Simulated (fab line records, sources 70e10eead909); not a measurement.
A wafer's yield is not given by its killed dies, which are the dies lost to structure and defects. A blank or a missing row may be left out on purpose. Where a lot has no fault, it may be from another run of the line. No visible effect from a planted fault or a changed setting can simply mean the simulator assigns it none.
Which tool is to blame? | flow nand harc | 6 lots with 18 wafers sampled at 5 steps, on a route of 1159 steps

== WHAT THE GAUGES SHOWED, per wafer ==
NHARC_END_SORT_01.
lot  | measured     | on        | killed at array
L407 | day 21 18:07 | prober-02 | 24 16 17

== EACH LOT AND THE TOOL THAT RAN IT (in order: tool; ch and the chambers of the sampled wafers; start) ==
lot  | NHARC_P_GATE_DESCUM_61            | NHARC_P_GATE_STRIP_112               | NHARC_P_GATE_DEGAS_109       | NHARC_P_GATE_RTA_80
L404 | rie diel-09 ch 0,3, day 6 13:21   | plasma asher-02 ch 0,1, day 6 13:48  | pvd sputter-03, day 6 17:04  | rtp anneal-02 ch 0, day 6 17:24
L407 | rie diel-07 ch 1,2, day 7 08:40   | plasma asher-02 ch 0,1, day 7 09:07  | pvd sputter-03, day 7 12:20  | rtp anneal-02, day 7 12:41
L413 | rie diel-07 ch 0,2, day 9 04:59   | plasma asher-01 ch 0,1, day 9 05:25  | pvd sputter-03, day 9 08:32  | rtp anneal-02 ch 0, day 9 08:51
L415 | rie diel-08 ch 1,2,3, day 9 18:11 | plasma asher-02 ch 1, day 9 18:33    | pvd sputter-03, day 9 21:52  | rtp anneal-02 ch 0, day 9 22:10
L418 | rie diel-09 ch 2,3, day 10 08:37  | plasma asher-01 ch 0,1, day 10 09:04 | pvd sputter-03, day 10 12:11 | rtp anneal-02 ch 0, day 10 12:31
L421 | rie diel-09 ch 0,1, day 10 19:19  | plasma asher-01 ch 0,1, day 10 19:44 | pvd sputter-02, day 10 23:22 | rtp anneal-01 ch 0, day 10 23:40
- NHARC_P_GATE_DESCUM_61: chemistry O2, time 3 s.
- NHARC_P_GATE_STRIP_112: strips in N2/H2, time 200 s.
- NHARC_P_GATE_DEGAS_109: time 60 s.
- NHARC_P_GATE_RTA_80: time 30 s.

== THE ANSWER, worked out from the rows above alone ==
Rule: the lots themselves supply what counts as usual. The widest of any qualifying gaps counts: lots, ordered by their means at a reading, are off when they make up no more than a third of the lots, leave a main group of 4 or more, and stand apart from it by 3 or more times the standard deviation of that group's means. Not used: any main group whose means are identical at the precision the tables above print for the reading. Also off: a lot with no number at a reading for which 4 or more lots have one. The other lots that the step has rows for count as sound.
No lot is off on any of the readings shown, so nothing can be concluded from this.

== WHAT THE SIMULATOR HAD PUT IN ==
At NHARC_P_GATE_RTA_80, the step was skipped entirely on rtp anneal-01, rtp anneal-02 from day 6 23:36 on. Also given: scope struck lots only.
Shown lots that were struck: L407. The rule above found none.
